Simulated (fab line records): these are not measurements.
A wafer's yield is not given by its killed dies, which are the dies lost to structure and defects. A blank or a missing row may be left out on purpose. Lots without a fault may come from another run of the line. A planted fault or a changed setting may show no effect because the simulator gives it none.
The tool behind it: which one? | flow nandHarc | 13 lots with 38 wafers sampled at 5 steps, on a route of 1302 steps

WHAT EACH GAUGE READ, for each wafer
NHARC_END_SORT_01.
lot  | measured     | on        | killedAtArray | killedAtOther | killedAtPeriphery | killedDies | killedOpen | killedShort
L860 | day 30 18:10 | prober-01 | 49 49 62      | 0 1 0         | 6 4 4             | 55 54 66   | 5 1 3      | 2 3 6

EACH LOT AND THE TOOL THAT RAN IT (in order: tool; ch and the chambers of the sampled wafers; start)
lot  | NHARC_A_WL_FILL_ALD_00          | NHARC_A_WL_FILL_CVD_03       | NHARC_A_WL_FILL_ETCHBACK_16       | NHARC_A_WL_FILL_CVD_20
L849 | aldHk-03 ch 1,2, day 20 23:16   | cvdW-02 ch 0,1, day 21 00:11 | rieDiel-07 ch 0,1,2, day 21 11:03 | cvdW-02 ch 0,1, no start
L850 | aldHk-02 ch 0,2,3, day 20 23:22 | cvdW-01 ch 0,1, day 21 00:24 | rieDiel-02 ch 0,1,2, day 21 11:04 | cvdW-01 ch 0,1, no start
L857 | aldHk-01 ch 1,2,3, day 24 08:13 | cvdW-02 ch 0,1, day 24 09:06 | rieDiel-13 ch 0,1, day 24 20:56   | cvdW-02 ch 0,1, no start
L856 | aldHk-02 ch 1,3, day 24 14:22   | cvdW-02 ch 0,1, day 24 15:19 | rieDiel-07 ch 0,1,3, day 25 02:29 | cvdW-02 ch 0,1, no start
L853 | aldHk-02 ch 1,2,3, day 24 15:51 | cvdW-01 ch 0,1, day 24 16:48 | rieDiel-13 ch 0,1,3, day 25 02:34 | cvdW-01 ch 0, no start
L859 | aldHk-02 ch 0,1, day 25 01:06   | cvdW-01 ch 0,1, day 25 02:08 | rieDiel-07 ch 0,1,3, day 25 12:47 | cvdW-02 ch 0, no start
L855 | aldHk-01 ch 0,2,3, day 25 04:41 | cvdW-01 ch 0,1, day 25 05:37 | rieDiel-13 ch 0,1, day 25 17:38   | cvdW-02 ch 0,1, no start
L860 | aldHk-01 ch 0,1, day 25 22:41   | cvdW-02 ch 0,1, day 25 23:56 | rieDiel-07 ch 0,1,2, day 26 10:23 | cvdW-01 ch 0,1, day 30 18:10 or earlier
L862 | aldHk-02 ch 0,3, day 26 08:22   | cvdW-01 ch 0,1, day 26 09:16 | rieDiel-07 ch 2,3, day 26 21:38   | cvdW-02 ch 0,1, no start
L864 | aldHk-01 ch 1,2,3, day 26 12:05 | cvdW-02 ch 0,1, day 26 13:13 | rieDiel-13 ch 0,1,2, day 27 00:35 | cvdW-01 ch 0,1, no start
L869 | aldHk-02 ch 0,1,3, day 28 11:51 | cvdW-01 ch 0,1, day 28 12:47 | rieDiel-07 ch 1,2,3, day 29 00:12 | cvdW-02 ch 0,1, no start
L870 | aldHk-01 ch 2,3, day 30 00:07   | cvdW-02 ch 0,1, day 30 01:10 | rieDiel-02 ch 0,1, day 30 11:25   | cvdW-02 ch 0,1, no start
L872 | aldHk-01 ch 2,3, day 31 11:31   | cvdW-02 ch 0,1, day 31 12:29 | rieDiel-02 ch 2,3, day 31 23:37   | cvdW-02 ch 0,1, no start
- NHARC_A_WL_FILL_ALD_00: deposits Al2O3, target thk 3 nm, pulse time 3 s, ald cycles 30.
- NHARC_A_WL_FILL_CVD_03: deposits W, target thk 40 nm, time 279 s.
- NHARC_A_WL_FILL_ETCHBACK_16: etches the open film in C4F8/O2/Ar, target depth 120 nm, time 24 s.
- NHARC_A_WL_FILL_CVD_20: deposits W, target thk 100 nm, time 74 s.

AS READ BY THE TOOLS THEMSELVES (means over the sampled wafers that have a number; for cases with no such wafer, the mark the record gives instead)
NHARC_A_WL_FILL_ALD_00.
lot  | tool     | heaterPowerW (W) | precursorPulseHeightRel
L849 | aldHk-03 | 520              | 1.014
L850 | aldHk-02 | 461              | 1.011
L857 | aldHk-01 | 476              | 1.003
L856 | aldHk-02 | 482              | 1.008
L853 | aldHk-02 | 489              | 1.000
L859 | aldHk-02 | 476              | 0.986
L855 | aldHk-01 | 466              | 1.008
L860 | aldHk-01 | 452              | 0.993
L862 | aldHk-02 | 428              | 1.022
L864 | aldHk-01 | 470              | 0.995
L869 | aldHk-02 | 459              | 0.999
L870 | aldHk-01 | 470              | 1.006
L872 | aldHk-01 | 490              | 0.994

NHARC_A_WL_FILL_CVD_03.
lot  | tool    | heaterPowerW (W) | throttleValvePct (%)
L849 | cvdW-02 | 493              | 7.56
L850 | cvdW-01 | 464              | 8.29
L857 | cvdW-02 | 492              | 7.69
L856 | cvdW-02 | 492              | 7.65
L853 | cvdW-01 | 470              | 7.86
L859 | cvdW-01 | 460              | 8.00
L855 | cvdW-01 | 467              | 8.13
L860 | cvdW-02 | 496              | 7.79
L862 | cvdW-01 | 470              | 8.18
L864 | cvdW-02 | 490              | 7.74
L869 | cvdW-01 | 467              | 8.19
L870 | cvdW-02 | 502              | 7.52
L872 | cvdW-02 | 501              | 7.67

NHARC_A_WL_FILL_ETCHBACK_16.
lot  | tool       | oesProductAu (a.u.) | rfVppV (V)
L849 | rieDiel-07 | 0.995               | 721
L850 | rieDiel-02 | 0.989               | 723
L857 | rieDiel-13 | 0.998               | 724
L856 | rieDiel-07 | 0.921               | 721
L853 | rieDiel-13 | 0.932               | 722
L859 | rieDiel-07 | 0.955               | 720
L855 | rieDiel-13 | 1.000               | 724
L860 | rieDiel-07 | 1.043               | 723
L862 | rieDiel-07 | 0.915               | 727
L864 | rieDiel-13 | 1.007               | 722
L869 | rieDiel-07 | 0.993               | 724
L870 | rieDiel-02 | 0.990               | 721
L872 | rieDiel-02 | 0.979               | 722

NHARC_A_WL_FILL_CVD_20.
lot  | tool    | heaterPowerW (W) | throttleValvePct (%)
L849 | cvdW-02 | 880              | 7.56
L850 | cvdW-01 | 825              | 8.27
L857 | cvdW-02 | 875              | 7.52
L856 | cvdW-02 | 923              | 7.77
L853 | cvdW-01 | 851              | 7.97
L859 | cvdW-02 | 850              | 7.79
L855 | cvdW-02 | 884              | 7.68
L860 | cvdW-01 | 829              | 8.01
L862 | cvdW-02 | 899              | 7.78
L864 | cvdW-01 | 818              | 8.11
L869 | cvdW-02 | 889              | 7.52
L870 | cvdW-02 | 902              | 7.70
L872 | cvdW-02 | 905              | 7.80

THE ANSWER, worked out from the rows above alone
Rule: what is usual is taken from the lots themselves. The widest of any qualifying gaps counts: lots, ordered by their means at a reading, are off when they make up no more than a third of the lots, leave a main group of 4 or more, and stand apart from it by 3 or more times the standard deviation of that group's means. A main group whose means are all the same, to the digits that the tables above print for the reading, isn't used. A lot without any number at a reading at which 4 lots or more have one is off too. Where the step has rows for the other lots, those lots are counted as sound. Order of review: gauges by route order, followed by the tools' own readings, for which a lot's mean as printed above is used. The first step at which some lot is off is used, and at that step the reading that is off furthest; a lot without a number counts as furthest.
Across all readings shown, no lot is off: no conclusion can be drawn from this.

WHAT THE SIMULATOR PUT IN
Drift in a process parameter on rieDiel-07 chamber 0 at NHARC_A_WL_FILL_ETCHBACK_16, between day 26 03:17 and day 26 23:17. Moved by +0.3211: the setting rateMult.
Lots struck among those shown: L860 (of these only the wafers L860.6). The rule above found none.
